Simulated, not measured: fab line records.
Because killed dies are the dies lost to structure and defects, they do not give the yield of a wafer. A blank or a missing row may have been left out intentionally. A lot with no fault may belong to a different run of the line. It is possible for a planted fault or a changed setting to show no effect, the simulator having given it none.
Which tool was responsible? || flow n5-finfet || Sampling: 10 lots, 29 wafers, 5 of 1938 route steps

WHAT THE GAUGES READ, wafer by wafer
The record holds no reading of a measuring or inspecting step that can be judged against a usual standard deviation.

TOOL THAT RAN EACH LOT (tool first, then ch and the chambers of the sampled wafers, then the start)
{"lot": "L355", "N5_BEOL_M6_STRIP_67": "rie-diel-01 ch 0,2,3, day 9 07:44", "N5_BEOL_M6_ETCH_72": "rie-diel-06 ch 1,2,3, day 9 10:44", "N5_BEOL_M6_VIA_ETCH_34": "rie-diel-06 ch 1,2,3, day 9 10:53", "N5_BEOL_M6_STRIP_36": "rie-diel-06 ch 1,2,3, day 9 10:56", "N5_PASSIVATION_PROBE_49": "-"}
{"lot": "L357", "N5_BEOL_M6_STRIP_67": "rie-diel-02 ch 1,2,3, day 9 12:17", "N5_BEOL_M6_ETCH_72": "rie-diel-02 ch 0,1,2, day 9 13:11", "N5_BEOL_M6_VIA_ETCH_34": "rie-diel-02 ch 0,1,2, day 9 13:19", "N5_BEOL_M6_STRIP_36": "rie-diel-02 ch 0,1,2, day 9 13:23", "N5_PASSIVATION_PROBE_49": "-"}
{"lot": "L356", "N5_BEOL_M6_STRIP_67": "rie-diel-02 ch 2,3, day 9 14:12", "N5_BEOL_M6_ETCH_72": "rie-diel-06 ch 1,2,3, day 9 15:02", "N5_BEOL_M6_VIA_ETCH_34": "rie-diel-06 ch 1,2,3, day 9 15:11", "N5_BEOL_M6_STRIP_36": "rie-diel-06 ch 1,2,3, day 9 15:14", "N5_PASSIVATION_PROBE_49": "-"}
{"lot": "L359", "N5_BEOL_M6_STRIP_67": "rie-diel-06 ch 1,2, day 10 01:44", "N5_BEOL_M6_ETCH_72": "rie-diel-06 ch 1,3, day 10 03:34", "N5_BEOL_M6_VIA_ETCH_34": "rie-diel-06 ch 1,3, day 10 03:43", "N5_BEOL_M6_STRIP_36": "rie-diel-06 ch 1,3, day 10 03:46", "N5_PASSIVATION_PROBE_49": "-"}
{"lot": "L360", "N5_BEOL_M6_STRIP_67": "rie-diel-02 ch 0,1,2, day 10 02:21", "N5_BEOL_M6_ETCH_72": "rie-diel-06 ch 1,2,3, day 10 04:21", "N5_BEOL_M6_VIA_ETCH_34": "rie-diel-06 ch 1,2,3, day 10 04:30", "N5_BEOL_M6_STRIP_36": "rie-diel-06 ch 1,2,3, day 10 04:34", "N5_PASSIVATION_PROBE_49": "-"}
{"lot": "L367", "N5_BEOL_M6_STRIP_67": "rie-diel-01 ch 0,3, day 12 08:29", "N5_BEOL_M6_ETCH_72": "rie-diel-02 ch 0,3, day 12 14:02", "N5_BEOL_M6_VIA_ETCH_34": "rie-diel-02 ch 0,3, day 12 14:10", "N5_BEOL_M6_STRIP_36": "rie-diel-02 ch 0,3, day 12 14:13", "N5_PASSIVATION_PROBE_49": "-"}
{"lot": "L372", "N5_BEOL_M6_STRIP_67": "rie-diel-06 ch 2,3, day 12 23:44", "N5_BEOL_M6_ETCH_72": "rie-diel-02 ch 0,3, day 13 00:44", "N5_BEOL_M6_VIA_ETCH_34": "rie-diel-02 ch 0,3, day 13 00:53", "N5_BEOL_M6_STRIP_36": "rie-diel-02 ch 0,3, day 13 00:56", "N5_PASSIVATION_PROBE_49": "-"}
{"lot": "L371", "N5_BEOL_M6_STRIP_67": "rie-diel-01 ch 0,2,3, day 13 05:01", "N5_BEOL_M6_ETCH_72": "rie-diel-01 ch 0,1,2, day 13 07:01", "N5_BEOL_M6_VIA_ETCH_34": "rie-diel-01 ch 0,1,2, day 13 07:09", "N5_BEOL_M6_STRIP_36": "rie-diel-01 ch 0,1,2, day 13 07:13", "N5_PASSIVATION_PROBE_49": "-"}
{"lot": "L375", "N5_BEOL_M6_STRIP_67": "rie-diel-01 ch 0,1, day 14 10:58", "N5_BEOL_M6_ETCH_72": "rie-diel-02 ch 0,2,3, day 14 12:16", "N5_BEOL_M6_VIA_ETCH_34": "rie-diel-02 ch 0,2,3, day 14 12:25", "N5_BEOL_M6_STRIP_36": "rie-diel-02 ch 0,2,3, day 14 12:28", "N5_PASSIVATION_PROBE_49": "prober-02, day 17 18:13"}
{"lot": "L376", "N5_BEOL_M6_STRIP_67": "rie-diel-02 ch 1,2,3, day 14 13:02", "N5_BEOL_M6_ETCH_72": "rie-diel-01 ch 0,1,2, day 14 14:04", "N5_BEOL_M6_VIA_ETCH_34": "rie-diel-01 ch 0,1,2, day 14 14:13", "N5_BEOL_M6_STRIP_36": "rie-diel-01 ch 0,1,2, day 14 14:16", "N5_PASSIVATION_PROBE_49": "prober-02, day 18 11:56"}
- N5_BEOL_M6_STRIP_67: strips in CF4.
- N5_BEOL_M6_ETCH_72: etches underlayer in N2/H2, target depth 6.5 nm, time 5.2 s.
- N5_BEOL_M6_VIA_ETCH_34: etches SiCOH lowk in C4F6/O2, target depth 126.3 nm, time 50.9 s.
- N5_BEOL_M6_STRIP_36: strips in N2/H2.
- N5_PASSIVATION_PROBE_49

WHAT THE TOOLS THEMSELVES READ (means of the sampled wafers that have a number; where no wafer has one, the mark that the record gives instead)
N5_BEOL_M6_STRIP_67. Usual: bias-power-w 75.01 W, standard deviation 0.23; drypump-motor-current-A 5.9 A, standard deviation 0.38; oes-product-au 0.83 a.u., standard deviation 0.072; rf-vpp-V 271.5 V, standard deviation 1.2; showerhead-plenum-p-Torr 1.81 Torr, standard deviation 0.05; throttle-valve-pct 13.52 %, standard deviation 0.28.
{"lot": "L355", "tool": "rie-diel-01", "bias-power-w (W)": 74.97, "drypump-motor-current-A (A)": 5.7, "oes-product-au (a.u.)": 0.80, "rf-vpp-V (V)": 272.2, "showerhead-plenum-p-Torr (Torr)": 1.88, "throttle-valve-pct (%)": 13.62, "flag": ""}
{"lot": "L357", "tool": "rie-diel-02", "bias-power-w (W)": 74.97, "drypump-motor-current-A (A)": 5.7, "oes-product-au (a.u.)": 0.82, "rf-vpp-V (V)": 271.7, "showerhead-plenum-p-Torr (Torr)": 1.83, "throttle-valve-pct (%)": 13.44, "flag": ""}
{"lot": "L356", "tool": "rie-diel-02", "bias-power-w (W)": 74.97, "drypump-motor-current-A (A)": 6.0, "oes-product-au (a.u.)": 0.87, "rf-vpp-V (V)": 271.2, "showerhead-plenum-p-Torr (Torr)": 1.82, "throttle-valve-pct (%)": 13.12, "flag": ""}
{"lot": "L359", "tool": "rie-diel-06", "bias-power-w (W)": 74.89, "drypump-motor-current-A (A)": 6.2, "oes-product-au (a.u.)": 0.88, "rf-vpp-V (V)": 271.7, "showerhead-plenum-p-Torr (Torr)": 1.80, "throttle-valve-pct (%)": 13.54, "flag": ""}
{"lot": "L360", "tool": "rie-diel-02", "bias-power-w (W)": 75.02, "drypump-motor-current-A (A)": 5.9, "oes-product-au (a.u.)": 0.80, "rf-vpp-V (V)": 272.1, "showerhead-plenum-p-Torr (Torr)": 1.82, "throttle-valve-pct (%)": 13.51, "flag": ""}
{"lot": "L367", "tool": "rie-diel-01", "bias-power-w (W)": 75.24, "drypump-motor-current-A (A)": 5.8, "oes-product-au (a.u.)": 0.82, "rf-vpp-V (V)": 273.0, "showerhead-plenum-p-Torr (Torr)": 1.90, "throttle-valve-pct (%)": 13.58, "flag": ""}
{"lot": "L372", "tool": "rie-diel-06", "bias-power-w (W)": 74.97, "drypump-motor-current-A (A)": 5.6, "oes-product-au (a.u.)": 0.75, "rf-vpp-V (V)": 270.5, "showerhead-plenum-p-Torr (Torr)": 1.75, "throttle-valve-pct (%)": 13.73, "flag": ""}
{"lot": "L371", "tool": "rie-diel-01", "bias-power-w (W)": 75.06, "drypump-motor-current-A (A)": 5.7, "oes-product-au (a.u.)": 0.87, "rf-vpp-V (V)": 272.5, "showerhead-plenum-p-Torr (Torr)": 1.87, "throttle-valve-pct (%)": 13.48, "flag": ""}
{"lot": "L375", "tool": "rie-diel-01", "bias-power-w (W)": 74.96, "drypump-motor-current-A (A)": 6.0, "oes-product-au (a.u.)": 0.81, "rf-vpp-V (V)": 271.5, "showerhead-plenum-p-Torr (Torr)": 1.84, "throttle-valve-pct (%)": 13.49, "flag": ""}
{"lot": "L376", "tool": "rie-diel-02", "bias-power-w (W)": 74.81, "drypump-motor-current-A (A)": 5.7, "oes-product-au (a.u.)": 0.87, "rf-vpp-V (V)": 272.4, "showerhead-plenum-p-Torr (Torr)": 1.82, "throttle-valve-pct (%)": 13.35, "flag": ""}

N5_BEOL_M6_ETCH_72. Usual: drypump-motor-current-A 5.9 A, standard deviation 0.35; etch-rf-on-time-s 5.21 s, standard deviation 0.099; oes-product-au 0.70 a.u., standard deviation 0.065; rf-vpp-V 524.7 V, standard deviation 2.2; showerhead-plenum-p-Torr 2.57 Torr, standard deviation 0.064; throttle-valve-pct 17.82 %, standard deviation 0.22.
{"lot": "L355", "tool": "rie-diel-06", "drypump-motor-current-A (A)": 5.9, "etch-rf-on-time-s (s)": 5.20, "oes-product-au (a.u.)": 0.69, "rf-vpp-V (V)": 522.7, "showerhead-plenum-p-Torr (Torr)": 2.53, "throttle-valve-pct (%)": 17.97, "flag": ""}
{"lot": "L357", "tool": "rie-diel-02", "drypump-motor-current-A (A)": 5.9, "etch-rf-on-time-s (s)": 5.23, "oes-product-au (a.u.)": 0.69, "rf-vpp-V (V)": 524.8, "showerhead-plenum-p-Torr (Torr)": 2.59, "throttle-valve-pct (%)": 17.68, "flag": ""}
{"lot": "L356", "tool": "rie-diel-06", "drypump-motor-current-A (A)": 5.9, "etch-rf-on-time-s (s)": 5.24, "oes-product-au (a.u.)": 0.69, "rf-vpp-V (V)": 523.2, "showerhead-plenum-p-Torr (Torr)": 2.52, "throttle-valve-pct (%)": 17.98, "flag": ""}
{"lot": "L359", "tool": "rie-diel-06", "drypump-motor-current-A (A)": 6.2, "etch-rf-on-time-s (s)": 3.30, "oes-product-au (a.u.)": 0.92, "rf-vpp-V (V)": 524.6, "showerhead-plenum-p-Torr (Torr)": 2.56, "throttle-valve-pct (%)": 18.07, "flag": "OFF"}
{"lot": "L360", "tool": "rie-diel-06", "drypump-motor-current-A (A)": 5.9, "etch-rf-on-time-s (s)": 3.32, "oes-product-au (a.u.)": 0.90, "rf-vpp-V (V)": 523.8, "showerhead-plenum-p-Torr (Torr)": 2.52, "throttle-valve-pct (%)": 18.06, "flag": "OFF"}
{"lot": "L367", "tool": "rie-diel-02", "drypump-motor-current-A (A)": 5.9, "etch-rf-on-time-s (s)": 5.25, "oes-product-au (a.u.)": 0.69, "rf-vpp-V (V)": 525.7, "showerhead-plenum-p-Torr (Torr)": 2.57, "throttle-valve-pct (%)": 17.66, "flag": ""}
{"lot": "L372", "tool": "rie-diel-02", "drypump-motor-current-A (A)": 5.8, "etch-rf-on-time-s (s)": 5.20, "oes-product-au (a.u.)": 0.69, "rf-vpp-V (V)": 524.6, "showerhead-plenum-p-Torr (Torr)": 2.58, "throttle-valve-pct (%)": 17.64, "flag": ""}
{"lot": "L371", "tool": "rie-diel-01", "drypump-motor-current-A (A)": 6.0, "etch-rf-on-time-s (s)": 5.27, "oes-product-au (a.u.)": 0.75, "rf-vpp-V (V)": 524.4, "showerhead-plenum-p-Torr (Torr)": 2.59, "throttle-valve-pct (%)": 17.72, "flag": ""}
{"lot": "L375", "tool": "rie-diel-02", "drypump-motor-current-A (A)": 5.9, "etch-rf-on-time-s (s)": 5.26, "oes-product-au (a.u.)": 0.69, "rf-vpp-V (V)": 524.7, "showerhead-plenum-p-Torr (Torr)": 2.57, "throttle-valve-pct (%)": 17.60, "flag": ""}
{"lot": "L376", "tool": "rie-diel-01", "drypump-motor-current-A (A)": 6.0, "etch-rf-on-time-s (s)": 5.20, "oes-product-au (a.u.)": 0.74, "rf-vpp-V (V)": 525.1, "showerhead-plenum-p-Torr (Torr)": 2.58, "throttle-valve-pct (%)": 17.73, "flag": ""}

N5_BEOL_M6_VIA_ETCH_34. Usual: drypump-motor-current-A 5.9 A, standard deviation 0.35; oes-product-au 0.82 a.u., standard deviation 0.078; rf-vpp-V 674 V, standard deviation 10; showerhead-plenum-p-Torr 2.88 Torr, standard deviation 0.071; throttle-valve-pct 20.86 %, standard deviation 0.27.
{"lot": "L355", "tool": "rie-diel-06", "drypump-motor-current-A (A)": 5.9, "oes-product-au (a.u.)": 0.81, "rf-vpp-V (V)": 677, "showerhead-plenum-p-Torr (Torr)": 2.83, "throttle-valve-pct (%)": 21.00, "flag": ""}
{"lot": "L357", "tool": "rie-diel-02", "drypump-motor-current-A (A)": 5.9, "oes-product-au (a.u.)": 0.80, "rf-vpp-V (V)": 679, "showerhead-plenum-p-Torr (Torr)": 2.90, "throttle-valve-pct (%)": 20.82, "flag": ""}
{"lot": "L356", "tool": "rie-diel-06", "drypump-motor-current-A (A)": 5.9, "oes-product-au (a.u.)": 0.82, "rf-vpp-V (V)": 677, "showerhead-plenum-p-Torr (Torr)": 2.83, "throttle-valve-pct (%)": 21.00, "flag": ""}
{"lot": "L359", "tool": "rie-diel-06", "drypump-motor-current-A (A)": 6.1, "oes-product-au (a.u.)": 0.81, "rf-vpp-V (V)": 680, "showerhead-plenum-p-Torr (Torr)": 2.86, "throttle-valve-pct (%)": 21.06, "flag": ""}
{"lot": "L360", "tool": "rie-diel-06", "drypump-motor-current-A (A)": 5.9, "oes-product-au (a.u.)": 0.80, "rf-vpp-V (V)": 677, "showerhead-plenum-p-Torr (Torr)": 2.83, "throttle-valve-pct (%)": 21.00, "flag": ""}
{"lot": "L367", "tool": "rie-diel-02", "drypump-motor-current-A (A)": 5.8, "oes-product-au (a.u.)": 0.81, "rf-vpp-V (V)": 667, "showerhead-plenum-p-Torr (Torr)": 2.88, "throttle-valve-pct (%)": 20.66, "flag": ""}
{"lot": "L372", "tool": "rie-diel-02", "drypump-motor-current-A (A)": 5.8, "oes-product-au (a.u.)": 0.82, "rf-vpp-V (V)": 666, "showerhead-plenum-p-Torr (Torr)": 2.88, "throttle-valve-pct (%)": 20.64, "flag": ""}
{"lot": "L371", "tool": "rie-diel-01", "drypump-motor-current-A (A)": 6.0, "oes-product-au (a.u.)": 0.89, "rf-vpp-V (V)": 675, "showerhead-plenum-p-Torr (Torr)": 2.88, "throttle-valve-pct (%)": 20.72, "flag": ""}
{"lot": "L375", "tool": "rie-diel-02", "drypump-motor-current-A (A)": 5.9, "oes-product-au (a.u.)": 0.80, "rf-vpp-V (V)": 676, "showerhead-plenum-p-Torr (Torr)": 2.87, "throttle-valve-pct (%)": 20.60, "flag": ""}
{"lot": "L376", "tool": "rie-diel-01", "drypump-motor-current-A (A)": 6.0, "oes-product-au (a.u.)": 0.86, "rf-vpp-V (V)": 675, "showerhead-plenum-p-Torr (Torr)": 2.88, "throttle-valve-pct (%)": 20.74, "flag": ""}

N5_BEOL_M6_STRIP_36. Usual: bias-power-w is 6.998 W with standard deviation 0.02, drypump-motor-current-A is 5.9 A with standard deviation 0.35, oes-product-au is 0.82 a.u. with standard deviation 0.078, rf-vpp-V is 59.2 V with standard deviation 1.3, showerhead-plenum-p-Torr is 2.56 Torr with standard deviation 0.064, temp-c is 40.01 C with standard deviation 0.098, and throttle-valve-pct is 23.63 % with standard deviation 0.26.
{"lot": "L355", "tool": "rie-diel-06", "bias-power-w (W)": 6.992, "drypump-motor-current-A (A)": 5.9, "oes-product-au (a.u.)": 0.82, "rf-vpp-V (V)": 59.6, "showerhead-plenum-p-Torr (Torr)": 2.52, "temp-c (C)": 40.01, "throttle-valve-pct (%)": 23.86, "flag": ""}
{"lot": "L357", "tool": "rie-diel-02", "bias-power-w (W)": 7.015, "drypump-motor-current-A (A)": 5.9, "oes-product-au (a.u.)": 0.81, "rf-vpp-V (V)": 60.6, "showerhead-plenum-p-Torr (Torr)": 2.58, "temp-c (C)": 39.94, "throttle-valve-pct (%)": 23.35, "flag": ""}
{"lot": "L356", "tool": "rie-diel-06", "bias-power-w (W)": 6.993, "drypump-motor-current-A (A)": 5.9, "oes-product-au (a.u.)": 0.82, "rf-vpp-V (V)": 59.3, "showerhead-plenum-p-Torr (Torr)": 2.52, "temp-c (C)": 40.05, "throttle-valve-pct (%)": 23.85, "flag": ""}
{"lot": "L359", "tool": "rie-diel-06", "bias-power-w (W)": 6.980, "drypump-motor-current-A (A)": 6.1, "oes-product-au (a.u.)": 0.82, "rf-vpp-V (V)": 59.0, "showerhead-plenum-p-Torr (Torr)": 2.55, "temp-c (C)": 40.01, "throttle-valve-pct (%)": 23.83, "flag": ""}
{"lot": "L360", "tool": "rie-diel-06", "bias-power-w (W)": 7.008, "drypump-motor-current-A (A)": 5.9, "oes-product-au (a.u.)": 0.80, "rf-vpp-V (V)": 60.1, "showerhead-plenum-p-Torr (Torr)": 2.52, "temp-c (C)": 40.04, "throttle-valve-pct (%)": 23.86, "flag": ""}
{"lot": "L367", "tool": "rie-diel-02", "bias-power-w (W)": 6.985, "drypump-motor-current-A (A)": 5.8, "oes-product-au (a.u.)": 0.82, "rf-vpp-V (V)": 59.5, "showerhead-plenum-p-Torr (Torr)": 2.57, "temp-c (C)": 39.97, "throttle-valve-pct (%)": 23.48, "flag": ""}
{"lot": "L372", "tool": "rie-diel-02", "bias-power-w (W)": 7.030, "drypump-motor-current-A (A)": 5.8, "oes-product-au (a.u.)": 0.83, "rf-vpp-V (V)": 59.2, "showerhead-plenum-p-Torr (Torr)": 2.58, "temp-c (C)": 40.01, "throttle-valve-pct (%)": 23.47, "flag": ""}
{"lot": "L371", "tool": "rie-diel-01", "bias-power-w (W)": 6.978, "drypump-motor-current-A (A)": 6.0, "oes-product-au (a.u.)": 0.88, "rf-vpp-V (V)": 58.2, "showerhead-plenum-p-Torr (Torr)": 2.58, "temp-c (C)": 40.10, "throttle-valve-pct (%)": 23.55, "flag": ""}
{"lot": "L375", "tool": "rie-diel-02", "bias-power-w (W)": 6.982, "drypump-motor-current-A (A)": 5.9, "oes-product-au (a.u.)": 0.80, "rf-vpp-V (V)": 59.0, "showerhead-plenum-p-Torr (Torr)": 2.56, "temp-c (C)": 39.92, "throttle-valve-pct (%)": 23.41, "flag": ""}
{"lot": "L376", "tool": "rie-diel-01", "bias-power-w (W)": 7.009, "drypump-motor-current-A (A)": 6.0, "oes-product-au (a.u.)": 0.85, "rf-vpp-V (V)": 58.8, "showerhead-plenum-p-Torr (Torr)": 2.58, "temp-c (C)": 39.99, "throttle-valve-pct (%)": 23.57, "flag": ""}

N5_PASSIVATION_PROBE_49. Usual: defect-limited-yield 91.2 %, standard deviation 1.3; killed_at_M0_to_M3 34, standard deviation 10; killed_at_M4_up 13, standard deviation 4.6; killed-at-contacts 13, standard deviation 5.5; killed-at-front-end 41, standard deviation 12; killed-at-other 2.8, standard deviation 2.4; killed-dies 104, standard deviation 16; killed-open 67, standard deviation 12; killed-short 33, standard deviation 7.2; sort_bin_5_function 5.1 %, standard deviation 0.86; sort_bin_6_memory 3.3 %, standard deviation 0.62; sort_bin_8_speed 0.00 %, standard deviation 0.014; sort-n-pass 1076, standard deviation 16.
{"lot": "L375", "tool": "prober-02", "defect-limited-yield (%)": 89.5, "killed_at_M0_to_M3": 34, "killed_at_M4_up": 11, "killed-at-contacts": 15, "killed-at-front-end": 60, "killed-at-other": 4.0, "killed-dies": 124, "killed-open": 78, "killed-short": 40, "sort_bin_5_function (%)": 5.8, "sort_bin_6_memory (%)": 4.0, "sort_bin_8_speed (%)": 0.00, "sort-n-pass": 1056, "flag": ""}
{"lot": "L376", "tool": "prober-02", "defect-limited-yield (%)": 90.9, "killed_at_M0_to_M3": 36, "killed_at_M4_up": 14, "killed-at-contacts": 12, "killed-at-front-end": 41, "killed-at-other": 5.0, "killed-dies": 108, "killed-open": 74, "killed-short": 29, "sort_bin_5_function (%)": 5.1, "sort_bin_6_memory (%)": 3.8, "sort_bin_8_speed (%)": 0.00, "sort-n-pass": 1072, "flag": ""}

THE ANSWER, worked out from the rows above alone
Rule: take the mean of a lot's wafers that have a number; if it is more than 3 standard deviations from the usual mean, the lot is off. A lot without any number at a reading at which 4 lots or more have one is off too. All remaining lots with rows at the step are treated as sound. Order of review: gauges by route order, followed by the tools' own readings, for which a lot's mean as printed above is used. At the first step where some lot is off, the reading lying furthest off is the one used; lots without a number count as furthest.
Off at N5_BEOL_M6_ETCH_72 (etch-rf-on-time-s): L359, L360.
A tool fits if, at that step or a process step before it, it ran every lot that is off, and no sound lot after the first of them. One candidate fits, namely rie-diel-06 at N5_BEOL_M6_ETCH_72. A fault onset in the window from L356 (day 9 15:02, its last sound lot) to L359 (day 10 03:34, its first lot off) fits.
The tool's own readings at N5_BEOL_M6_ETCH_72 bear it out: on the lots that are off they differ by more than 5 times the standard deviation of the sound lots' means. etch-rf-on-time-s reads 3.31 s there against 5.23 s on the sound lots; oes-product-au reads 0.91 a.u. there against 0.70 a.u. on the sound lots.

WHAT THE SIMULATOR HAD PUT IN
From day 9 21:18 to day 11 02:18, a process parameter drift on rie-diel-06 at N5_BEOL_M6_ETCH_72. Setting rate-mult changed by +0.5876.
Lots struck among those shown: L359, L360. The same result came from the rule above.
